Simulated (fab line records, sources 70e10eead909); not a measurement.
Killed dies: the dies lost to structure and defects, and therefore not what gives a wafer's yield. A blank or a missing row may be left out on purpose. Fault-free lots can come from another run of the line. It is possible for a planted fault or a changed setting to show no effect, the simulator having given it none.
Matching of chambers    flow nand_harc    4 sister chambers for NHARC_A_CONTACT_ETCH_91 on rie_diel-03
The step etches the open film in CH3F/O2, target depth 40 nm, time 85.7 s. 4 wafers are shown with their chamber, then 12 later ones without.

== WAFERS, EACH WITH ITS CHAMBER ==
wafer   chamber  showerhead_plenum_p_Torr (Torr)
L085.4  2        2.29
L091.1  3        2.57
L091.2  0        2.30
L091.5  1        2.58

== WAFERS WITH NO CHAMBER GIVEN ==
wafer   showerhead_plenum_p_Torr (Torr)
L090.1  2.57
L090.3  2.30
L090.5  2.29
L094.1  2.28
L094.4  2.30
L094.6  2.57
L096.1  2.58
L096.3  2.57
L096.6  2.57
L097.1  2.28
L097.2  2.57
L097.4  2.58

== WHICH CHAMBER EACH ONE RAN IN ==
wafer   from the rows above  in truth
L090.1  3                    3
L090.3  0                    0
L090.5  2                    2
L094.1  2                    2
L094.4  0                    0
L094.6  3                    3
L096.1  1                    1
L096.3  3                    3
L096.6  3                    3
L097.1  2                    2
L097.2  3                    3
L097.4  1                    1
Correctly placed: 12 of 12. Not placeable from these rows: 0. Number placed wrongly: 0.
How it was worked out, from the rows above alone: a wafer's distance from a chamber is the root of the sum, over the readings, of the square of ((its reading less the chamber's mean) divided by the reading's scatter). The wafer belongs to the nearest chamber; if the next one is less than 2 further off, it can't be placed. For every chamber, the mean is computed from those of its wafers that are shown. The scatter: root of mean squared gap, hidden wafer to nearest shown wafer, with one shown wafer a chamber.
